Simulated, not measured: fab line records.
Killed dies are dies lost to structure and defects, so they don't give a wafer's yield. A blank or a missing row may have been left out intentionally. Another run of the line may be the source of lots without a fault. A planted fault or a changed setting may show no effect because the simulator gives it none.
Chamber matching + flow n5_finfet + rie_diel-04 running N5_DUMMY_GATE_ETCH_36: 4 sister chambers
The step etches SiARC in CF4, target depth 13 nm. 4 wafers are shown with their chamber, then 8 later ones without.

== WAFERS, EACH WITH ITS CHAMBER ==
| wafer  | chamber | drypump_motor_current_A (A) |
|--------|---------|-----------------------------|
| L079.1 | 2       | 5.62                        |
| L087.1 | 3       | 6.21                        |
| L087.5 | 1       | 6.03                        |
| L093.1 | 0       | 5.55                        |

== WAFERS WHOSE CHAMBER IS MISSING ==
| wafer  | drypump_motor_current_A (A) |
|--------|-----------------------------|
| L093.3 | 6.19                        |
| L093.4 | 6.03                        |
| L094.2 | 6.21                        |
| L094.3 | 5.97                        |
| L094.6 | 6.00                        |
| L095.1 | 6.23                        |
| L095.2 | 6.03                        |
| L095.3 | 5.54                        |

== CHAMBER TAKEN BY EACH ==
| wafer  | from the rows above | in truth |
|--------|---------------------|----------|
| L093.3 | 3                   | 3        |
| L093.4 | 1                   | 1        |
| L094.2 | 3                   | 3        |
| L094.3 | 1                   | 1        |
| L094.6 | 1                   | 1        |
| L095.1 | 3                   | 3        |
| L095.2 | 1                   | 1        |
| L095.3 | 0                   | 0        |
Correctly placed: 8 of 8. Number that these rows cannot place: 0. Number placed wrongly: 0.
How it was worked out, from the rows above alone: a wafer's distance from a chamber is the root of the sum, over the readings, of the square of ((its reading less the chamber's mean) divided by the reading's scatter). If the next closest chamber is less than 2 further off than the closest, the wafer can't be placed; otherwise it belongs to the closest. The mean given for a chamber averages the wafers shown for that chamber. The scatter: with one shown wafer a chamber, the root of the mean of the squares of how far each hidden wafer lies from its nearest shown one.
